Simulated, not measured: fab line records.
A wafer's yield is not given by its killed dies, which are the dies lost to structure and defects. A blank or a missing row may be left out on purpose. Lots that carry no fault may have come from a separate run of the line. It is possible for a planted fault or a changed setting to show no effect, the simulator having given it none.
Matching of chambers + flow n5-finfet + 4 sister chambers for N5_PMOS_HMC_CHANNEL_EPI_HM_OPEN_15 on rie-diel-01
The step chemistry CHF3/O2, target SiO2, target depth 40.6 nm, time 20.3 s. 18 wafers are shown with their chamber, then 9 later ones without.

WAFERS, EACH WITH ITS CHAMBER
| wafer  | chamber | drypump-motor-current-A (A) | showerhead-plenum-p-Torr (Torr) | rf-vpp-V (V) |
|--------|---------|-----------------------------|---------------------------------|--------------|
| L075.3 | 1       | 5.8                         | 2.42                            | 525          |
| L075.4 | 2       | 6.1                         | 2.29                            | 516          |
| L075.6 | 0       | 5.2                         | 2.50                            | 512          |
| L078.2 | 1       | 5.8                         | 2.42                            | 526          |
| L078.4 | 0       | 5.2                         | 2.50                            | 511          |
| L078.5 | 2       | 6.1                         | 2.29                            | 516          |
| L082.1 | 0       | 5.2                         | 2.50                            | 511          |
| L082.4 | 2       | 6.1                         | 2.28                            | 515          |
| L082.5 | 0       | 5.2                         | 2.50                            | 511          |
| L086.1 | 2       | 6.1                         | 2.28                            | 514          |
| L086.2 | 1       | 5.8                         | 2.41                            | 526          |
| L086.4 | 0       | 5.2                         | 2.50                            | 511          |
| L087.1 | 3       | 6.2                         | 2.36                            | 541          |
| L087.2 | 2       | 6.1                         | 2.28                            | 516          |
| L087.6 | 0       | 5.2                         | 2.49                            | 511          |
| L089.3 | 0       | 5.2                         | 2.49                            | 512          |
| L089.4 | 3       | 6.3                         | 2.36                            | 540          |
| L089.5 | 0       | 5.2                         | 2.49                            | 510          |

SIGNATURES (means of the wafers above)
| reading                  | chamber 0 | chamber 1 | chamber 2 | chamber 3 | scatter within a chamber |
|--------------------------|-----------|-----------|-----------|-----------|--------------------------|
| drypump-motor-current-A  | 5.200     | 5.800     | 6.100     | 6.250     | 0.0189                   |
| showerhead-plenum-p-Torr | 2.4962    | 2.4167    | 2.2840    | 2.3600    | 0.00517                  |
| rf-vpp-V                 | 511.12    | 525.67    | 515.40    | 540.50    | 0.719                    |
Rule: for a wafer and a chamber, the distance is found by dividing, reading by reading, the gap between the wafer's reading and the chamber's mean by the reading's scatter, squaring, summing and taking the root. The wafer belongs to the nearest chamber; if the next one is less than 2 further off, it can't be placed. The scatter: the root of (the sum of the squares of (reading less its chamber's mean) over the shown wafers, divided by (wafers less chambers)).

WAFERS MISSING THEIR CHAMBER
| wafer  | drypump-motor-current-A (A) | showerhead-plenum-p-Torr (Torr) | rf-vpp-V (V) |
|--------|-----------------------------|---------------------------------|--------------|
| L094.4 | 6.1                         | 2.28                            | 516          |
| L094.5 | 5.8                         | 2.41                            | 526          |
| L094.6 | 5.2                         | 2.49                            | 512          |
| L095.2 | 5.9                         | 2.40                            | 525          |
| L095.4 | 6.1                         | 2.27                            | 514          |
| L095.5 | 5.8                         | 2.40                            | 524          |
| L097.4 | 6.2                         | 2.36                            | 540          |
| L097.5 | 5.8                         | 2.40                            | 524          |
| L097.6 | 5.2                         | 2.49                            | 511          |

EACH ONE'S CHAMBER
| wafer  | from the rows above | in truth |
|--------|---------------------|----------|
| L094.4 | 2                   | 2        |
| L094.5 | 1                   | 1        |
| L094.6 | 0                   | 0        |
| L095.2 | 1                   | 1        |
| L095.4 | 2                   | 2        |
| L095.5 | 1                   | 1        |
| L097.4 | 3                   | 3        |
| L097.5 | 1                   | 1        |
| L097.6 | 0                   | 0        |
Correctly placed: 9 of 9. Number that these rows cannot place: 0. 0 placed wrongly.
